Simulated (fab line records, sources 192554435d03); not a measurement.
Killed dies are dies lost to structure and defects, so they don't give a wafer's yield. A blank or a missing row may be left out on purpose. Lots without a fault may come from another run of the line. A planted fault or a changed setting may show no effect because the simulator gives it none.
Which tool did it? | flow n5_finfet | 11 lots, 33 wafers sampled, at 3 steps of a route of 1938

WHAT THE GAUGES READ, wafer by wafer
N5_HKMG_FIN_INSPECT_14: inspects for defects (macro).
lot  | measured    | on                | raw_defect_count
L346 | day 4 14:56 | defect_inspect-02 | 1 1 1
L348 | day 5 08:55 | defect_inspect-01 | 5 0 3
L349 | day 5 14:35 | defect_inspect-02 | 4 2 2
L350 | day 5 18:14 | defect_inspect-01 | 4 1 1
L356 | day 7 09:52 | defect_inspect-01 | 3 2 2
L357 | day 7 13:28 | defect_inspect-01 | 4 1 5
L358 | day 7 18:05 | defect_inspect-01 | 3 3 5
L359 | day 8 01:44 | defect_inspect-02 | 0 2 0
L361 | day 8 10:11 | defect_inspect-02 | >300 >300 >300
L362 | day 8 12:55 | defect_inspect-01 | >300 >300 >300
L367 | day 9 23:50 | defect_inspect-01 | 3 4 1

WHICH TOOL RAN EACH LOT (tool, then ch and the chambers of the sampled wafers, then the start)
lot  | N5_HKMG_FIN_ETCH_58               | N5_HKMG_FIN_ALD_79
L346 | rie_diel-06 ch 0,1,2, day 4 11:53 | ald_metal-03 ch 0,1, day 4 12:58
L348 | rie_diel-02 ch 1,2,3, day 5 05:52 | ald_metal-04 ch 1,2, day 5 06:56
L349 | rie_diel-06 ch 1,2,3, day 5 11:31 | ald_metal-04 ch 0,2,3, day 5 12:35
L350 | rie_diel-01 ch 0,1,3, day 5 15:12 | ald_metal-03 ch 0,2,3, day 5 16:16
L356 | rie_diel-02 ch 0,3, day 7 06:50   | ald_metal-01 ch 1,2,3, day 7 07:54
L357 | rie_diel-06 ch 0,3, day 7 10:16   | ald_metal-03 ch 0,2,3, day 7 11:20
L358 | rie_diel-01 ch 0,1,3, day 7 14:53 | ald_metal-04 ch 0,2,3, day 7 15:57
L359 | rie_diel-06 ch 1,2,3, day 7 22:37 | ald_metal-01 ch 2,3, day 7 23:42
L361 | rie_diel-02 ch 0,1,3, day 8 07:05 | ald_metal-03 ch 2,3, day 8 08:14
L362 | rie_diel-02 ch 0,1,3, day 8 09:52 | ald_metal-03 ch 0,1,3, day 8 10:56
L367 | rie_diel-02 ch 0,1,2, day 9 20:46 | ald_metal-04 ch 1,2, day 9 21:51
- N5_HKMG_FIN_ETCH_58: etches SOC in N2/H2, target depth 215.8 nm, time 741 s.
- N5_HKMG_FIN_ALD_79: deposits TiN, target thk 1.5 nm, pulse time 1 s, purge time 3 s.

THE ANSWER, worked out from the rows above alone
Rule: what is usual is taken from the lots themselves. Put in order of their means at a reading, lots are off if they are a third of the lots or fewer, leave a main group of 4 or more, and stand apart from it by a gap of 3 or more times the standard deviation of the main group's means; of several such gaps the widest counts. A main group whose means are all the same, to the digits that the tables above print for the reading, isn't used. A lot without any number at a reading at which 4 lots or more have one is off too. The other lots that the step has rows for count as sound.
Off: L361, L362, at N5_HKMG_FIN_INSPECT_14 (raw_defect_count). Without a number there: L361, L362. The main group: mean 2.3, standard deviation 0.93.
A tool fits if, at a process step before that reading, it ran every lot that is off, and no sound lot after the first of them. The gauges at N5_HKMG_FIN_INSPECT_14 are tried like those tools. One fits: ald_metal-03 at N5_HKMG_FIN_ALD_79. Its last sound lot is L357 (day 7 11:20), its first lot that is off L361 (day 8 08:14): a fault that began between those two fits.

WHAT THE SIMULATOR HAD PUT IN
Chamber particle source: ald_metal-03, from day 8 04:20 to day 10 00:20, at N5_HKMG_FIN_ALD_79. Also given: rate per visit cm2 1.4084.
Lots struck among those shown: L361, L362. The rule above found the same.
